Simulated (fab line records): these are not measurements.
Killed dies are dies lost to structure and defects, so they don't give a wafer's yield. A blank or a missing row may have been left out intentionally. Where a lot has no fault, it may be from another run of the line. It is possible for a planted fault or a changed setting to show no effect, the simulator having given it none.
Struck lot and sound lot, side by side ; flow nandHarc ; 15 steps out of a route of 1302
Sound: these wafers, L590.1, L590.4, L590.5. Struck: wafers L605.3, L605.6. (L605.4 of the same lot was not struck and is left out.) The cause comes at the end.
Each step with rows lists, per side, the tool, then ch with its chambers, then its first start. Under that, the readings that differ: sound wafers ; struck wafers ; difference of the means ; sigmas: that difference in standard deviations of wafers without a fault.
alike: same words and numbers on both sides, and readings whose means sit less than 2 such deviations apart. not compared: any withheld reading, any reading some wafer has no value for, any bound like >300 that may hide the same value, and any number with overlapping values for which the record gives no deviation.
Wherever a step has rows on one side only, a row that says differs or no value, or a row with sigmas, the two part there. When numbers do not overlap yet have no deviation, they are printed without sigmas and do not part them. A reading that every wafer of one side lacks parts them only if that side has two wafers or more.

first, 7 steps without rows for these wafers: NHARC_P_STI_COAT_41 (time 65 s); NHARC_P_STI_COAT_03 (resist thk 600 nm); NHARC_P_STI_SOFTBAKE_04 (time 70 s); NHARC_P_STI_EBR_05; NHARC_P_STI_EXPOSE_06 (exposes mask P STI, target cd 200 nm); NHARC_P_STI_PEB_07 (peb time 80 s); NHARC_P_STI_DEVELOP_08 (time 50 s).
NHARC_P_STI_CD_MEAS_09: target cd 200 nm.
  sound on cdSem-03 ch 0, day 4 00:01; struck on cdSem-01 ch 0, day 10 06:54
  alike: cdNm
NHARC_P_STI_OVL_MEAS_10:
  struck on overlay-01, day 10 06:59; sound on overlay-01, day 4 00:06
reading;sound;struck;difference;sigmas
overlayYNm (nm);15 16 16;-5 -4;-20;-3
  alike: overlayXNm
NHARC_P_STI_INSPECT_11:
  struck on defectInspect-01, day 10 07:01; sound on defectInspect-02, day 4 00:08
reading;sound;struck;difference;sigmas
rawDefectCount;2 1 4;9 14;+9;+3
then, 1 step without rows for these wafers: NHARC_P_STI_HARDBAKE_13 (time 65 s).
NHARC_P_STI_DESCUM_14: chemistry O2, time 3 s.
  sound on rieDiel-01 ch 1,2, day 4 00:17; struck on rieDiel-03 ch 0, day 10 07:10
  alike: chamberPressureMTorr, drypumpMotorCurrentA, oesProductAu, rfVppV, showerheadPlenumPTorr, throttleValvePct
  not compared: rfHoursCounterH
NHARC_P_STI_ETCH_42: etches the open film in N2/H2, target depth 80 nm, overetch 24 nm, time 61 s.
  sound on rieDiel-01 ch 2,3, day 4 00:22; struck on rieDiel-03 ch 0, day 10 07:14
reading;sound;struck;difference;sigmas
rfFwdPowerW (W);397.8 395.6 395.8;- -;no value on the struck wafers;
runLengthS (s);82.9 82.1 82.8;69.4 69.4;-13.2;-30
  alike: chamberPressureMTorr, drypumpMotorCurrentA, oesProductAu, rfVppV, showerheadPlenumPTorr, throttleValvePct
  not compared: rfHoursCounterH
NHARC_P_STI_ETCH_31: etches the open film in CF4/CHF3, target depth 108.9 nm, time 54.5 s.
  sound on rieDiel-01 ch 2,3; struck on rieDiel-03 ch 0,3
  alike: chamberPressureMTorr, drypumpMotorCurrentA, oesProductAu, rfFwdPowerW, rfVppV, runLengthS, showerheadPlenumPTorr, throttleValvePct
  not compared: rfHoursCounterH
following that, these wafers have no rows for 1 step: NHARC_END_SORT_01.

== WHERE THEY PART ==
Earliest at NHARC_P_STI_OVL_MEAS_10; latest, in this record, at NHARC_P_STI_ETCH_42. Later steps at which nothing parts them and some readings are alike: NHARC_P_STI_ETCH_31.

WHY: what had been put in by the simulator
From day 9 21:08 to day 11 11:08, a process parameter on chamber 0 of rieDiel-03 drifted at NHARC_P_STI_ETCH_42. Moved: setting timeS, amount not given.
